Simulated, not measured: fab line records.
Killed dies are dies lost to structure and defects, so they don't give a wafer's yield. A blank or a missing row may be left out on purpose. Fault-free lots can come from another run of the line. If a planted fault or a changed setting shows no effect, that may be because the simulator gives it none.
fab line records	flow nand_harc	part 1 of 2: steps 1 to 21 of 30
[record] lots = 5	wafers = 15	last_day = 24
route steps=1159 shown A_CONTACT@846
lots with no fault: from the same line, run without faults
start_h: hours from the record's first day to the start of the lot's first wafer shown	wait_h: hours since the lot's step before	" identical to the entry in the row above	L1.1+2: a row that stands for several wafers	- no value, or no start given	* or withheld: withheld	< > ~ a bound
route shown NAME@n: names a module that has steps shown in the file, with the first one's number in the route	usual: the fault-free wafers' mean and standard deviation	same: alike in all rows	chamber/n: place in a boat	sites: per-site readings	_std_site: their standard deviation	_edge_site: outer sites' mean less inner sites'	radius_mm: for every site, how far away it sits from the centre of the wafer	mask NAME#n: copy n	behind: tool/chamber where the wafer was last shaped	hold: why the lot went on hold/how many hours it stayed there/how the hold came to an end	device: whichever transistor did not switch (one of n, p or np)	end of line: tests run on the same wafers once the route is complete	for a step that has no rows: nothing shown but its recipe	killed: dies that structure and defects cost at the first sort, which is not the same as the wafer's yield	map: shows each die of a wafer: x if killed, . if not, _ if none is there
set.NAME: setting as actually run; set.NAME@STEP: the setting as run at that earlier step	model.NAME: the simulator's own value behind a step, which no gauge read
certain route steps with their lots: each step a table, each wafer a row
services: the hour from which a tool's chamber was out of use, counted from the record's first day as start_h (under 0 if before that day), plus the number of hours and why
[[steps]]
[step NHARC_A_CONTACT_COAT_34]
[recipe] temp_c = 260	time_s = 75
[usual] heater_power_total_W = 487.1/1.7
lot.wafer	tool	chamber	start_h	wait_h	heater_power_total_W
L075.1	litho_track-06	0	-	-	484.7
L075.4	"	0	"	"	487.6
L075.6	"	0	"	"	486.1
L080.1	litho_track-06	0	-	-	486.8
L080.3	"	0	"	"	485.6
L080.5	"	0	"	"	488.1
L091.2	litho_track-04	0	-	-	488.4
L091.3	"	0	"	"	485.0
L091.5	"	0	"	"	489.6
L092.2	litho_track-06	0	-	-	488.9
L092.5	"	0	"	"	488.4
L092.6	"	0	"	"	485.1
L097.1	litho_track-01	0	-	-	485.5
L097.3	"	0	"	"	484.8
L097.5	"	0	"	"	486.2
[step NHARC_A_CONTACT_COAT_35]
[recipe] temp_c = 225	time_s = 65
[usual] heater_power_total_W = 446.8/2.1
lot.wafer	tool	chamber	start_h	wait_h	heater_power_total_W
L075.1	litho_track-06	0	-	-	447.3
L075.4	"	0	"	"	448.6
L075.6	"	0	"	"	446.2
L080.1	litho_track-06	0	-	-	449.1
L080.3	"	0	"	"	446.2
L080.5	"	0	"	"	444.0
L091.2	litho_track-04	0	-	-	449.7
L091.3	"	0	"	"	443.9
L091.5	"	0	"	"	447.6
L092.2	litho_track-06	0	-	-	445.8
L092.5	"	0	"	"	444.8
L092.6	"	0	"	"	444.0
L097.1	litho_track-01	0	-	-	444.0
L097.3	"	0	"	"	444.0
L097.5	"	0	"	"	447.6
[step NHARC_A_CONTACT_COAT_36]
[recipe] spin_rpm = 1500	resist_thk_nm = 90
lot.wafer	tool	chamber	start_h	wait_h
L075.1+4+6	litho_track-06	0	-	-
L080.1+3+5	litho_track-06	0	-	-
L091.2+3+5	litho_track-04	0	-	-
L092.2+5+6	litho_track-06	0	-	-
L097.1+3+5	litho_track-01	0	-	-
[step NHARC_A_CONTACT_SOFTBAKE_37]
[recipe] temp_c = 105	time_s = 55
[usual] heater_power_total_W = 188.47/0.14
lot.wafer	tool	chamber	start_h	wait_h	heater_power_total_W
L075.1	litho_track-06	0	-	-	188.67
L075.4	"	0	"	"	188.41
L075.6	"	0	"	"	188.71
L080.1	litho_track-06	0	-	-	188.74
L080.3	"	0	"	"	188.74
L080.5	"	0	"	"	188.44
L091.2	litho_track-04	0	-	-	188.34
L091.3	"	0	"	"	188.32
L091.5	"	0	"	"	188.68
L092.2	litho_track-06	0	-	-	188.52
L092.5	"	0	"	"	188.49
L092.6	"	0	"	"	188.34
L097.1	litho_track-01	0	-	-	188.28
L097.3	"	0	"	"	188.52
L097.5	"	0	"	"	188.39
[step NHARC_A_CONTACT_EBR_38]
lot.wafer	tool	chamber	start_h	wait_h
L075.1+4+6	litho_track-06	0	-	-
L080.1+3+5	litho_track-06	0	-	-
L091.2+3+5	litho_track-04	0	-	-
L092.2+5+6	litho_track-06	0	-	-
L097.1+3+5	litho_track-01	0	-	-
[step NHARC_A_CONTACT_EXPOSE_39]
[recipe] na = 1.35	sigma_outer = 0.8	dose_mj = 58.79	mask_id = A_CC_3
lot.wafer	tool	chamber	start_h	wait_h	mask
L075.1+4+6	arfi_scanner-01	0	372.53	-	A_CC_3#0
L080.1+3+5	arfi_scanner-03	0	405.89	-	A_CC_3#0
L091.2+3+5	arfi_scanner-01	0	467.54	-	A_CC_3#0
L092.2+5+6	arfi_scanner-01	0	475.03	-	A_CC_3#0
L097.1+3+5	arfi_scanner-03	0	494.96	-	A_CC_3#0
[step NHARC_A_CONTACT_PEB_40]
[recipe] peb_temp_c = 100	peb_time_s = 65
[usual] heater_power_total_W = 156.6/0.4
lot.wafer	tool	chamber	start_h	wait_h	heater_power_total_W
L075.1	litho_track-06	0	372.59	0.1	156.8
L075.4	"	0	"	"	157.0
L075.6	"	0	"	"	156.0
L080.1	litho_track-04	0	405.95	0.1	156.3
L080.3	"	0	"	"	157.2
L080.5	"	0	"	"	156.9
L091.2	litho_track-04	0	467.60	0.1	156.9
L091.3	"	0	"	"	156.0
L091.5	"	0	"	"	156.5
L092.2	litho_track-01	0	475.09	0.1	156.6
L092.5	"	0	"	"	157.1
L092.6	"	0	"	"	156.5
L097.1	litho_track-06	0	495.02	0.1	156.2
L097.3	"	0	"	"	156.6
L097.5	"	0	"	"	156.6
[step NHARC_A_CONTACT_DEVELOP_41]
[recipe] develop_time_s = 35	dev_temp_c = 23
[usual] developer_temp_C = 23.01/0.11
lot.wafer	tool	chamber	start_h	wait_h	developer_temp_C
L075.1	litho_track-06	0	-	-	22.97
L075.4	"	0	"	"	23.02
L075.6	"	0	"	"	23.18
L080.1	litho_track-04	0	-	-	23.26
L080.3	"	0	"	"	23.08
L080.5	"	0	"	"	23.07
L091.2	litho_track-04	0	-	-	22.81
L091.3	"	0	"	"	22.85
L091.5	"	0	"	"	22.89
L092.2	litho_track-01	0	-	-	23.06
L092.5	"	0	"	"	23.07
L092.6	"	0	"	"	23.01
L097.1	litho_track-06	0	-	-	23.05
L097.3	"	0	"	"	23.10
L097.5	"	0	"	"	22.96
[step NHARC_A_CONTACT_CD_MEAS_42]
[recipe] target_cd_nm = 200	landing_energy_ev = 500
[usual] cd_nm = 199.8/0.55
lot.wafer	tool	chamber	start_h	wait_h	cd_nm
L075.1	cd_sem-01	0	372.66	-	199.4
L075.4	"	0	"	"	199.9
L075.6	"	0	"	"	198.6
L080.1	cd_sem-03	0	406.03	-	199.5
L080.3	"	0	"	"	199.7
L080.5	"	0	"	"	200.0
L091.2	cd_sem-01	0	467.68	-	200.2
L091.3	"	0	"	"	200.5
L091.5	"	0	"	"	198.8
L092.2	cd_sem-03	0	475.18	-	199.5
L092.5	"	0	"	"	199.5
L092.6	"	0	"	"	200.0
L097.1	cd_sem-02	0	495.11	-	200.0
L097.3	"	0	"	"	200.1
L097.5	"	0	"	"	200.4
[step NHARC_A_CONTACT_OVL_MEAS_43]
[usual] overlay_x_nm = -0.2/0.78	overlay_y_nm = -0.2/0.85
lot.wafer	tool	chamber	start_h	wait_h	overlay_x_nm	overlay_y_nm
L075.1	overlay-02	-	372.77	-	-0.9	-0.2
L075.4	"	-	"	"	-1.2	0.4
L075.6	"	-	"	"	-1.2	0.2
L080.1	overlay-02	-	406.12	-	-0.5	0.2
L080.3	"	-	"	"	-0.4	0.4
L080.5	"	-	"	"	-0.3	-0.5
L091.2	overlay-01	-	467.76	-	-0.8	-1.1
L091.3	"	-	"	"	-0.9	0.0
L091.5	"	-	"	"	-0.8	0.0
L092.2	overlay-02	-	475.28	-	-2.0	-0.5
L092.5	"	-	"	"	-1.9	-1.1
L092.6	"	-	"	"	-1.6	-0.7
L097.1	overlay-02	-	495.19	-	-0.1	-1.1
L097.3	"	-	"	"	0.4	-1.7
L097.5	"	-	"	"	-0.4	-0.9
[step NHARC_A_CONTACT_INSPECT_44]
[usual] raw_defect_count = 26/14
lot.wafer	tool	chamber	start_h	wait_h	raw_defect_count
L075.1	defect_inspect-02	-	372.80	0.0	30
L075.4	"	-	"	"	39
L075.6	"	-	"	"	42
L080.1	defect_inspect-01	-	406.15	0.0	32
L080.3	"	-	"	"	33
L080.5	"	-	"	"	44
L091.2	defect_inspect-02	-	467.80	0.0	37
L091.3	"	-	"	"	32
L091.5	"	-	"	"	33
L092.2	defect_inspect-02	-	475.31	0.0	75
L092.5	"	-	"	"	58
L092.6	"	-	"	"	58
L097.1	defect_inspect-02	-	495.23	0.0	46
L097.3	"	-	"	"	38
L097.5	"	-	"	"	35
[step NHARC_A_CONTACT_DESCUM_47]
[recipe] time_s = 3	o2_flow_sccm = 200	ar_flow_sccm = 0	bias_power_w = 0	chemistry = O2
[usual] drypump_motor_current_A = 6.0/0.39	mfc_ar_sccm = 0.008/0.011	oes_product_au = 1.001/0.013	rf_vpp_V = 57.9/1	showerhead_plenum_p_Torr = 1.91/0.1	throttle_valve_pct = 11.311/0.0091
lot.wafer	tool	chamber	start_h	wait_h	drypump_motor_current_A	mfc_ar_sccm	oes_product_au	rf_hours_counter_h	rf_vpp_V	showerhead_plenum_p_Torr	throttle_valve_pct
L075.1	rie_diel-12	3	372.90	0.1	5.6	0	1.007	55	57.8	1.97	11.298
L075.4	"	0	"	"	6.1	0.011	0.984	54	58.2	1.98	11.310
L075.6	"	3	"	"	5.6	0	1.004	-	58.4	1.97	11.310
L080.3	rie_diel-12	2	406.22	0.1	5.3	0	1.021	8	56.9	1.80	11.310
L080.1	"	0	"	"	6.0	0.011	0.989	9	58.4	1.98	11.313
L080.5	"	1	"	"	5.9	0.043	0.990	-	59.9	2.05	11.292
L091.3	rie_diel-12	1	467.88	0.1	5.9	0.043	1.003	26	59.1	2.05	11.311
L091.2	"	2	"	"	5.3	0	1.006	30	56.4	1.79	11.306
L091.5	"	0	"	"	6.1	0.011	1.006	-	56.5	1.97	11.303
L092.2	rie_diel-03	3	475.38	0.1	6.7	0	0.994	12	58.4	1.85	11.315
L092.5	"	2	"	"	5.5	0.020	0.989	-	58.4	2.01	11.312
L092.6	"	3	"	"	6.7	0	0.992	-	58.1	1.85	11.300
L097.3	rie_diel-12	0	495.29	0.1	6.1	0.011	1.003	35	58.5	1.97	11.318
L097.1	"	2	"	"	5.4	0	1.014	38	55.7	1.79	11.310
L097.5	"	0	"	"	6.1	0.011	1.008	-	58.9	1.97	11.294
[step NHARC_A_CONTACT_ETCH_48]
[recipe] target_depth_a = 390	over_etch_frac = 0.3	time_s = 65	ion_energy_ev = 80	cf4_flow_sccm = 150	ar_flow_sccm = 0	rf_w = 300	bias_w = 100	chemistry = CF4
[usual] drypump_motor_current_A = 5.9/0.38	mfc_ar_sccm = 0.008/0.012	oes_product_au = 1.000/0.013	rf_vpp_V = 151.1/1.4	showerhead_plenum_p_Torr = 1.76/0.088	throttle_valve_pct = 13.284/0.0089
lot.wafer	tool	chamber	start_h	wait_h	drypump_motor_current_A	mfc_ar_sccm	oes_product_au	rf_hours_counter_h	rf_vpp_V	showerhead_plenum_p_Torr	throttle_valve_pct
L075.1	rie_diel-12	3	373.03	0.1	5.5	0	1.010	55	153.2	1.82	13.286
L075.4	"	2	"	"	5.4	0	0.993	56	149.6	1.67	13.289
L075.6	"	0	"	"	6.1	0.011	0.971	-	153.0	1.83	13.286
L080.1	rie_diel-12	3	406.31	0.1	5.5	0	1.000	8	152.4	1.81	13.270
L080.3	"	1	"	"	5.9	0.043	1.003	9	152.4	1.89	13.290
L080.5	"	3	"	"	5.6	0	1.002	-	152.0	1.81	13.272
L091.3	rie_diel-12	0	467.99	0.1	6.1	0.011	1.001	28	151.7	1.82	13.281
L091.2	"	1	"	"	5.9	0.043	1.000	27	153.4	1.88	13.283
L091.5	"	1	"	"	5.9	0.043	0.999	-	151.4	1.88	13.277
L092.2	rie_diel-03	0	475.50	0.1	5.9	0.008	1.006	15	150.0	1.75	13.277
L092.5	"	1	"	"	6.0	0	0.999	-	151.1	1.65	13.278
L092.6	"	2	"	"	5.5	0.020	0.987	-	152.5	1.85	13.285
L097.3	rie_diel-12	3	495.39	0.1	5.5	0	1.004	36	152.4	1.80	13.285
L097.1	"	0	"	"	6.1	0.011	1.005	35	151.9	1.82	13.288
L097.5	"	2	"	"	5.3	0	1.013	-	150.8	1.66	13.268
[step NHARC_A_CONTACT_ETCH_49]
[recipe] target_depth_a = 2600	over_etch_frac = 0.3	time_s = 475.3	ion_energy_ev = 200	n2_flow_sccm = 150	h2_flow_sccm = 150	ar_flow_sccm = 0	rf_w = 400	bias_w = 150	chemistry = N2/H2
[usual] drypump_motor_current_A = 5.9/0.39	mfc_ar_sccm = 0.008/0.011	oes_product_au = 1.000/0.013	rf_vpp_V = 430/3.2	showerhead_plenum_p_Torr = 2.04/0.11	throttle_valve_pct = 14.171/0.009
lot.wafer	tool	chamber	start_h	wait_h	drypump_motor_current_A	mfc_ar_sccm	oes_product_au	rf_hours_counter_h	rf_vpp_V	showerhead_plenum_p_Torr	throttle_valve_pct
L075.1	rie_diel-12	3	-	-	5.6	0	1.006	56	433	2.10	14.179
L075.4	"	2	"	"	5.3	0	0.986	57	427	1.92	14.158
L075.6	"	0	"	"	6.1	0.011	0.968	-	434	2.11	14.158
L080.3	rie_diel-12	1	-	-	5.9	0.043	0.987	10	434	2.19	14.166
L080.1	"	3	"	"	5.5	0	0.994	8	432	2.10	14.187
L080.5	"	1	"	"	5.9	0.043	0.984	-	436	2.19	14.157
L091.2	rie_diel-12	2	-	-	5.3	0	1.007	30	427	1.91	14.172
L091.3	"	3	"	"	5.6	0	1.001	29	432	2.09	14.166
L091.5	"	3	"	"	5.5	0	1.005	-	432	2.09	14.166
L092.2	rie_diel-03	3	-	-	6.7	0	0.995	12	429	1.97	14.167
L092.6	"	1	"	"	6.0	0	1.011	-	427	1.89	14.164
L092.5	"	2	"	"	5.5	0.020	0.999	-	434	2.14	14.167
L097.1	rie_diel-12	3	-	-	5.5	0	1.005	36	432	2.09	14.180
L097.3	"	2	"	"	5.4	0	1.005	38	427	1.90	14.172
L097.5	"	3	"	"	5.5	0	1.004	-	435	2.09	14.175
[step NHARC_A_CONTACT_ETCH_50]
[recipe] target_depth_a = 847	time_s = 42.4	cf4_flow_sccm = 100	chf3_flow_sccm = 30	ar_flow_sccm = 0	rf_w = 500	bias_w = 200	chemistry = CF4/CHF3
[usual] drypump_motor_current_A = 6.0/0.4	mfc_ar_sccm = 0.009/0.013	oes_product_au = 0.951/0.02	rf_vpp_V = 370.5/2.8	showerhead_plenum_p_Torr = 1.57/0.08	throttle_valve_pct = 16.803/0.0091
lot.wafer	tool	chamber	start_h	wait_h	drypump_motor_current_A	mfc_ar_sccm	oes_product_au	rf_hours_counter_h	rf_vpp_V	showerhead_plenum_p_Torr	throttle_valve_pct
L075.1	rie_diel-12	2	-	-	5.4	0	0.915	57	367.9	1.49	16.798
L075.4	"	0	"	"	6.1	0.011	0.910	56	372.0	1.63	16.814
L075.6	"	2	"	"	5.3	0	0.906	-	367.8	1.49	16.795
L080.3	rie_diel-12	0	-	-	6.1	0.011	0.951	10	373.7	1.62	16.793
L080.1	"	1	"	"	5.9	0.043	0.934	10	374.2	1.68	16.805
L080.5	"	0	"	"	6.1	0.011	0.960	-	372.4	1.62	16.805
L091.2	rie_diel-12	1	-	-	5.9	0.043	0.951	27	375.3	1.68	16.803
L091.3	"	0	"	"	6.1	0.011	0.951	28	370.3	1.62	16.796
L091.5	"	2	"	"	5.3	0	0.960	-	367.1	1.48	16.790
L092.2	rie_diel-03	3	-	-	6.7	0	0.940	12	370.1	1.52	16.795
L092.5	"	3	"	"	6.7	0	0.930	-	369.0	1.52	16.806
L092.6	"	0	"	"	5.9	0.008	0.955	-	370.4	1.56	16.795
L097.3	rie_diel-12	1	-	-	5.9	0.043	0.927	35	374.2	1.68	16.792
L097.1	"	3	"	"	5.6	0	0.946	37	371.5	1.61	16.808
L097.5	"	0	"	"	6.0	0.011	0.935	-	372.2	1.62	16.813
[step NHARC_A_CONTACT_ETCH_51]
[recipe] target_depth_a = 36000	over_etch_frac = 0.3	time_s = 936	ion_energy_ev = 150	o2_flow_sccm = 400	cos_flow_sccm = 20	ar_flow_sccm = 0	rf_w = 500	bias_w = 300	chemistry = O2/COS
[usual] drypump_motor_current_A = 6.0/0.39	mfc_ar_sccm = 0.008/0.012	oes_product_au = 1.000/0.013	rf_vpp_V = 313.9/2.5	showerhead_plenum_p_Torr = 3.10/0.16	throttle_valve_pct = 28.330/0.0092
lot.wafer	tool	chamber	start_h	wait_h	drypump_motor_current_A	mfc_ar_sccm	oes_product_au	rf_hours_counter_h	rf_vpp_V	showerhead_plenum_p_Torr	throttle_valve_pct
L075.1	rie_diel-12	0	-	-	6.1	0.011	0.973	56	316.6	3.23	28.324
L075.4	"	3	"	"	5.5	0	0.992	57	315.1	3.21	28.317
L075.6	"	1	"	"	5.9	0.043	0.977	-	317.0	3.34	28.345
L080.3	rie_diel-12	2	-	-	5.3	0	1.022	9	310.7	2.94	28.345
L080.1	"	0	"	"	6.1	0.011	0.985	10	315.4	3.22	28.329
L080.5	"	1	"	"	5.9	0.043	0.998	-	316.4	3.34	28.338
L091.2	rie_diel-12	3	-	-	5.5	0	1.005	30	314.7	3.19	28.312
L091.3	"	1	"	"	6.0	0.043	0.987	27	317.3	3.33	28.340
L091.5	"	2	"	"	5.4	0	1.023	-	311.1	2.93	28.334
L092.2	rie_diel-03	3	-	-	6.7	0	0.991	13	314.1	3.02	28.327
L092.5	"	2	"	"	5.5	0.020	0.999	-	316.5	3.27	28.333
L092.6	"	3	"	"	6.7	0	0.995	-	312.8	3.02	28.335
L097.1	rie_diel-12	2	-	-	5.3	0	1.003	38	312.8	2.93	28.329
L097.3	"	0	"	"	6.1	0.011	1.006	36	315.6	3.21	28.342
L097.5	"	2	"	"	5.3	0	1.008	-	310.5	2.93	28.332
[step NHARC_A_CONTACT_ETCH_111]
[recipe] source_w = withheld	pressure_mtorr = 20	bias_v = withheld	time_s = 140	target_depth_a = 7000	ar_flow_sccm = withheld	c4f8_flow_sccm = withheld	o2_flow_sccm = withheld	chemistry = C4F8/O2/Ar
lot.wafer	tool	chamber	start_h	wait_h	rf_hours_counter_h
L075.1	har_cap_etch-03	0	376.11	-	78
L075.4	"	0	"	"	-
L075.6	"	1	"	"	-
L080.1	har_cap_etch-03	1	407.51	-	83
L080.3	"	0	"	"	-
L080.5	"	0	"	"	-
L091.2	har_cap_etch-03	0	469.20	-	95
L091.3	"	1	"	"	-
L091.5	"	1	"	"	-
L092.2	har_cap_etch-02	0	476.87	-	27
L092.5	"	1	"	"	-
L092.6	"	0	"	"	-
L097.1	har_cap_etch-01	0	496.55	-	82
L097.3	"	0	"	"	-
L097.5	"	0	"	"	-
[step NHARC_A_CONTACT_ETCH_112]
[recipe] source_w = withheld	pressure_mtorr = 20	bias_v = 3000	time_s = 94	target_depth_a = 9220	ar_flow_sccm = withheld	c4f8_flow_sccm = withheld	o2_flow_sccm = withheld	chemistry = C4F8/O2/Ar
lot.wafer	tool	chamber	start_h	wait_h	rf_hours_counter_h
L075.1	har_cap_etch-03	0	376.31	0.2	78
L075.4	"	0	"	"	-
L075.6	"	1	"	"	-
L080.1	har_cap_etch-03	1	407.71	0.2	83
L080.3	"	0	"	"	-
L080.5	"	0	"	"	-
L091.2	har_cap_etch-03	0	469.39	0.1	95
L091.3	"	1	"	"	-
L091.5	"	1	"	"	-
L092.2	har_cap_etch-02	0	477.05	0.2	28
L092.5	"	1	"	"	-
L092.6	"	0	"	"	-
L097.1	har_cap_etch-01	0	496.75	0.2	82
L097.3	"	0	"	"	-
L097.5	"	0	"	"	-
[step NHARC_A_CONTACT_ETCH_113]
[recipe] source_w = withheld	pressure_mtorr = 20	bias_v = 3000	time_s = 94	target_depth_a = 9220	ar_flow_sccm = withheld	c4f8_flow_sccm = withheld	o2_flow_sccm = withheld	chemistry = C4F8/O2/Ar
lot.wafer	tool	chamber	start_h	wait_h	rf_hours_counter_h
L075.1	har_cap_etch-03	0	376.40	0.1	78
L075.4	"	0	"	"	-
L075.6	"	1	"	"	-
L080.1	har_cap_etch-03	1	407.80	0.1	83
L080.3	"	0	"	"	-
L080.5	"	0	"	"	-
L091.2	har_cap_etch-03	0	469.48	0.1	95
L091.3	"	1	"	"	-
L091.5	"	1	"	"	-
L092.2	har_cap_etch-02	0	477.14	0.1	28
L092.5	"	1	"	"	-
L092.6	"	0	"	"	-
L097.1	har_cap_etch-01	0	496.84	0.1	82
L097.3	"	0	"	"	-
L097.5	"	0	"	"	-
[step NHARC_A_CONTACT_ETCH_114]
[recipe] source_w = withheld	pressure_mtorr = 20	bias_v = 3000	time_s = 94	target_depth_a = 9220	ar_flow_sccm = withheld	c4f8_flow_sccm = withheld	o2_flow_sccm = withheld	chemistry = C4F8/O2/Ar
lot.wafer	tool	chamber	start_h	wait_h	rf_hours_counter_h
L075.1	har_cap_etch-03	0	376.50	0.1	78
L075.4	"	0	"	"	-
L075.6	"	1	"	"	-
L080.1	har_cap_etch-03	1	407.89	0.1	83
L080.3	"	0	"	"	-
L080.5	"	0	"	"	-
L091.2	har_cap_etch-03	0	469.57	0.1	95
L091.3	"	1	"	"	-
L091.5	"	1	"	"	-
L092.2	har_cap_etch-02	0	477.23	0.1	28
L092.5	"	1	"	"	-
L092.6	"	0	"	"	-
L097.1	har_cap_etch-01	0	496.94	0.1	82
L097.3	"	0	"	"	-
L097.5	"	0	"	"	-
[step NHARC_A_CONTACT_ETCH_115]
[recipe] source_w = withheld	pressure_mtorr = 20	bias_v = 3000	time_s = 94	target_depth_a = 9220	ar_flow_sccm = withheld	c4f8_flow_sccm = withheld	o2_flow_sccm = withheld	chemistry = C4F8/O2/Ar
lot.wafer	tool	chamber	start_h	wait_h	rf_hours_counter_h
L075.1	har_cap_etch-03	0	376.59	0.1	78
L075.4	"	0	"	"	-
L075.6	"	1	"	"	-
L080.1	har_cap_etch-03	1	407.98	0.1	84
L080.3	"	0	"	"	-
L080.5	"	0	"	"	-
L091.2	har_cap_etch-03	0	469.66	0.1	95
L091.3	"	1	"	"	-
L091.5	"	1	"	"	-
L092.2	har_cap_etch-02	0	477.32	0.1	28
L092.5	"	1	"	"	-
L092.6	"	0	"	"	-
L097.1	har_cap_etch-01	0	497.03	0.1	82
L097.3	"	0	"	"	-
L097.5	"	0	"	"	-
